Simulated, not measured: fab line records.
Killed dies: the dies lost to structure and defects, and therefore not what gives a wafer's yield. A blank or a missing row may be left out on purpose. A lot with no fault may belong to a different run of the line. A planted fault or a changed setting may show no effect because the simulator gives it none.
Split-lot experiment || flow n5 finfet || route with 1938 steps; 7 lots, 39 wafers read

SPLIT DETAILS
At N5_HKMG_FIN_ALD_72 (deposits W, target thk 2 nm, pulse time 1 s, purge time 2 s), the setting ald cycles was moved away from the recipe's 7 on 15 of the 39 wafers read, by -57.1% to +42.9%. All remaining wafers had this setting at the recipe value.

The reading comes from the split's own step.

THE READING
W_of_HKMG_FIN_ALD_72.thk nm (the simulator's own value, which no gauge read), in nm, at N5_HKMG_FIN_ALD_72 (deposits W, target thk 2 nm, pulse time 1 s, purge time 2 s). The file gives no usual value for it. Average 2.0 nm, standard deviation 0.1 nm, over the 24 wafers here run with the recipe.

{"wafer": "L077.1", "tool, chamber at the split": "cvd w-01, 1", "ald cycles as run": 3, "against the recipe": "-57.1%", "W_of_HKMG_FIN_ALD_72.thk nm, nm": 0.8, "against lot-mates on the recipe": -1.2}
{"wafer": "L077.2", "tool, chamber at the split": "cvd w-01, 0", "ald cycles as run": 3, "against the recipe": "-57.1%", "W_of_HKMG_FIN_ALD_72.thk nm, nm": 1, "against lot-mates on the recipe": -1.0}
{"wafer": "L077.6", "tool, chamber at the split": "cvd w-01, 0", "ald cycles as run": 3, "against the recipe": "-57.1%", "W_of_HKMG_FIN_ALD_72.thk nm, nm": 1, "against lot-mates on the recipe": -1.0}
{"wafer": "L077.3", "tool, chamber at the split": "cvd w-01, 1,0,1", "ald cycles as run": 7, "against the recipe": "recipe", "W_of_HKMG_FIN_ALD_72.thk nm, nm": 2, "against lot-mates on the recipe": "-"}
{"wafer": "L077.4", "tool, chamber at the split": "cvd w-01, 1,0,1", "ald cycles as run": 7, "against the recipe": "recipe", "W_of_HKMG_FIN_ALD_72.thk nm, nm": 2, "against lot-mates on the recipe": "-"}
{"wafer": "L077.5", "tool, chamber at the split": "cvd w-01, 1,0,1", "ald cycles as run": 7, "against the recipe": "recipe", "W_of_HKMG_FIN_ALD_72.thk nm, nm": 2, "against lot-mates on the recipe": "-"}
{"wafer": "L078.1", "tool, chamber at the split": "cvd w-01, 1", "ald cycles as run": 10, "against the recipe": "+42.9%", "W_of_HKMG_FIN_ALD_72.thk nm, nm": 2.8, "against lot-mates on the recipe": "+0.8"}
{"wafer": "L078.5", "tool, chamber at the split": "cvd w-01, 1", "ald cycles as run": 10, "against the recipe": "+42.9%", "W_of_HKMG_FIN_ALD_72.thk nm, nm": 2.8, "against lot-mates on the recipe": "+0.8"}
{"wafer": "L078.2", "tool, chamber at the split": "cvd w-01, 0,0,1", "ald cycles as run": 7, "against the recipe": "recipe", "W_of_HKMG_FIN_ALD_72.thk nm, nm": 2, "against lot-mates on the recipe": "-"}
{"wafer": "L078.3", "tool, chamber at the split": "cvd w-01, 0,0,1", "ald cycles as run": 7, "against the recipe": "recipe", "W_of_HKMG_FIN_ALD_72.thk nm, nm": 2, "against lot-mates on the recipe": "-"}
{"wafer": "L078.4", "tool, chamber at the split": "cvd w-01, 0,0,1", "ald cycles as run": 7, "against the recipe": "recipe", "W_of_HKMG_FIN_ALD_72.thk nm, nm": 2, "against lot-mates on the recipe": "-"}
{"wafer": "L078.6", "tool, chamber at the split": "cvd w-01, 0", "ald cycles as run": 10, "against the recipe": "+42.9%", "W_of_HKMG_FIN_ALD_72.thk nm, nm": 3, "against lot-mates on the recipe": "+1.0"}
{"wafer": "L079.1", "tool, chamber at the split": "cvd w-02, 1,1,0", "ald cycles as run": 7, "against the recipe": "recipe", "W_of_HKMG_FIN_ALD_72.thk nm, nm": 2, "against lot-mates on the recipe": "-"}
{"wafer": "L079.4", "tool, chamber at the split": "cvd w-02, 1,1,0", "ald cycles as run": 7, "against the recipe": "recipe", "W_of_HKMG_FIN_ALD_72.thk nm, nm": 2, "against lot-mates on the recipe": "-"}
{"wafer": "L079.6", "tool, chamber at the split": "cvd w-02, 1,1,0", "ald cycles as run": 7, "against the recipe": "recipe", "W_of_HKMG_FIN_ALD_72.thk nm, nm": 2, "against lot-mates on the recipe": "-"}
{"wafer": "L079.2", "tool, chamber at the split": "cvd w-02, 0,0,1", "ald cycles as run": 9, "against the recipe": "+28.6%", "W_of_HKMG_FIN_ALD_72.thk nm, nm": 2.6, "against lot-mates on the recipe": "+0.6"}
{"wafer": "L079.3", "tool, chamber at the split": "cvd w-02, 0,0,1", "ald cycles as run": 9, "against the recipe": "+28.6%", "W_of_HKMG_FIN_ALD_72.thk nm, nm": 2.6, "against lot-mates on the recipe": "+0.6"}
{"wafer": "L079.5", "tool, chamber at the split": "cvd w-02, 0,0,1", "ald cycles as run": 9, "against the recipe": "+28.6%", "W_of_HKMG_FIN_ALD_72.thk nm, nm": 2.6, "against lot-mates on the recipe": "+0.6"}
{"wafer": "L081.1", "tool, chamber at the split": "cvd w-01, 1", "ald cycles as run": 7, "against the recipe": "recipe", "W_of_HKMG_FIN_ALD_72.thk nm, nm": 1.8, "against lot-mates on the recipe": "-"}
{"wafer": "L081.2", "tool, chamber at the split": "cvd w-01, 0", "ald cycles as run": 7, "against the recipe": "recipe", "W_of_HKMG_FIN_ALD_72.thk nm, nm": 2.2, "against lot-mates on the recipe": "-"}
{"wafer": "L081.4", "tool, chamber at the split": "cvd w-01, 1", "ald cycles as run": 7, "against the recipe": "recipe", "W_of_HKMG_FIN_ALD_72.thk nm, nm": 2, "against lot-mates on the recipe": "-"}
{"wafer": "L088.1", "tool, chamber at the split": "cvd w-02, 0", "ald cycles as run": 7, "against the recipe": "recipe", "W_of_HKMG_FIN_ALD_72.thk nm, nm": 2, "against lot-mates on the recipe": "-"}
{"wafer": "L088.2", "tool, chamber at the split": "cvd w-02, 1", "ald cycles as run": 7, "against the recipe": "recipe", "W_of_HKMG_FIN_ALD_72.thk nm, nm": 1.8, "against lot-mates on the recipe": "-"}
{"wafer": "L088.6", "tool, chamber at the split": "cvd w-02, 1", "ald cycles as run": 7, "against the recipe": "recipe", "W_of_HKMG_FIN_ALD_72.thk nm, nm": 1.8, "against lot-mates on the recipe": "-"}
{"wafer": "L088.3", "tool, chamber at the split": "cvd w-02, 0", "ald cycles as run": 8, "against the recipe": "+14.3%", "W_of_HKMG_FIN_ALD_72.thk nm, nm": 2.2, "against lot-mates on the recipe": "+0.3"}
{"wafer": "L088.5", "tool, chamber at the split": "cvd w-02, 0", "ald cycles as run": 8, "against the recipe": "+14.3%", "W_of_HKMG_FIN_ALD_72.thk nm, nm": 2.2, "against lot-mates on the recipe": "+0.3"}
{"wafer": "L088.4", "tool, chamber at the split": "cvd w-02, 1", "ald cycles as run": 8, "against the recipe": "+14.3%", "W_of_HKMG_FIN_ALD_72.thk nm, nm": 2, "against lot-mates on the recipe": "+0.1"}
{"wafer": "L090.1", "tool, chamber at the split": "cvd w-02, 0", "ald cycles as run": 3, "against the recipe": "-57.1%", "W_of_HKMG_FIN_ALD_72.thk nm, nm": 1, "against lot-mates on the recipe": -1.0}
{"wafer": "L090.4", "tool, chamber at the split": "cvd w-02, 0", "ald cycles as run": 3, "against the recipe": "-57.1%", "W_of_HKMG_FIN_ALD_72.thk nm, nm": 1, "against lot-mates on the recipe": -1.0}
{"wafer": "L090.2", "tool, chamber at the split": "cvd w-02, 1,1,0", "ald cycles as run": 7, "against the recipe": "recipe", "W_of_HKMG_FIN_ALD_72.thk nm, nm": 2, "against lot-mates on the recipe": "-"}
{"wafer": "L090.3", "tool, chamber at the split": "cvd w-02, 1,1,0", "ald cycles as run": 7, "against the recipe": "recipe", "W_of_HKMG_FIN_ALD_72.thk nm, nm": 2, "against lot-mates on the recipe": "-"}
{"wafer": "L090.6", "tool, chamber at the split": "cvd w-02, 1,1,0", "ald cycles as run": 7, "against the recipe": "recipe", "W_of_HKMG_FIN_ALD_72.thk nm, nm": 2, "against lot-mates on the recipe": "-"}
{"wafer": "L090.5", "tool, chamber at the split": "cvd w-02, 1", "ald cycles as run": 3, "against the recipe": "-57.1%", "W_of_HKMG_FIN_ALD_72.thk nm, nm": 0.8, "against lot-mates on the recipe": -1.2}
{"wafer": "L091.1", "tool, chamber at the split": "cvd w-01, 1", "ald cycles as run": 7, "against the recipe": "recipe", "W_of_HKMG_FIN_ALD_72.thk nm, nm": 1.8, "against lot-mates on the recipe": "-"}
{"wafer": "L091.4", "tool, chamber at the split": "cvd w-01, 1", "ald cycles as run": 7, "against the recipe": "recipe", "W_of_HKMG_FIN_ALD_72.thk nm, nm": 1.8, "against lot-mates on the recipe": "-"}
{"wafer": "L091.5", "tool, chamber at the split": "cvd w-01, 1", "ald cycles as run": 7, "against the recipe": "recipe", "W_of_HKMG_FIN_ALD_72.thk nm, nm": 1.8, "against lot-mates on the recipe": "-"}
{"wafer": "L091.2", "tool, chamber at the split": "cvd w-01, 0", "ald cycles as run": 7, "against the recipe": "recipe", "W_of_HKMG_FIN_ALD_72.thk nm, nm": 2, "against lot-mates on the recipe": "-"}
{"wafer": "L091.3", "tool, chamber at the split": "cvd w-01, 0", "ald cycles as run": 7, "against the recipe": "recipe", "W_of_HKMG_FIN_ALD_72.thk nm, nm": 2, "against lot-mates on the recipe": "-"}
{"wafer": "L091.6", "tool, chamber at the split": "cvd w-01, 0", "ald cycles as run": 7, "against the recipe": "recipe", "W_of_HKMG_FIN_ALD_72.thk nm, nm": 2, "against lot-mates on the recipe": "-"}
When a row names more than one chamber, that row covers several wafers, and the file does not tell which wafer ran in which chamber.

THE FIT
A straight line over all 39 wafers: W_of_HKMG_FIN_ALD_72.thk nm changes by +0.0189 nm for each +1% of ald cycles; r = +0.98; the points scatter about the line by 0.11 nm.
The same after taking each lot's own level away (the mean of its wafers on the recipe; 39 wafers): +0.0192 nm for each +1%; r = +0.99; scatter 0.088 nm.
The reading moves by 1.1 nm for the largest change in ald cycles, on that fit.
From 1.87 to 2.00 nm: that is the span of the lots' own levels, equal to 1.3 times the standard deviation above.
Hence the lot-to-lot level has little effect on the slope; both slopes agree.
Check: with one of the wafers moved furthest among these (-57.1%) left out of the fit, the line predicts -1.07 nm for it against its lot-mates. Against them it came out at -1.2 nm.

ADDITIONAL SPLITS CARRIED BY THESE WAFERS
Other splits were also applied to these wafers ahead of the reading. Each is held against what the fit with the lots' levels taken away leaves over:
{"other split on the same wafers": "N5_FIN_SAQP_ETCH_65 time s", "wafers away from the commonest value": 18, "r with W_of_HKMG_FIN_ALD_72.thk nm (lot level and that fit taken away)": "+0.11"}
{"other split on the same wafers": "N5_STI_FIN_REVEAL_ETCHBACK_08 target depth a", "wafers away from the commonest value": 6, "r with W_of_HKMG_FIN_ALD_72.thk nm (lot level and that fit taken away)": -0.22}
{"other split on the same wafers": "N5_HKMG_FIN_DESCUM_53 time s", "wafers away from the commonest value": 15, "r with W_of_HKMG_FIN_ALD_72.thk nm (lot level and that fit taken away)": -0.14}

THE FILE'S OWN FIT
W_of_HKMG_FIN_ALD_72.thk nm changes by +0.0192 nm for each +1% of ald cycles, r = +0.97.
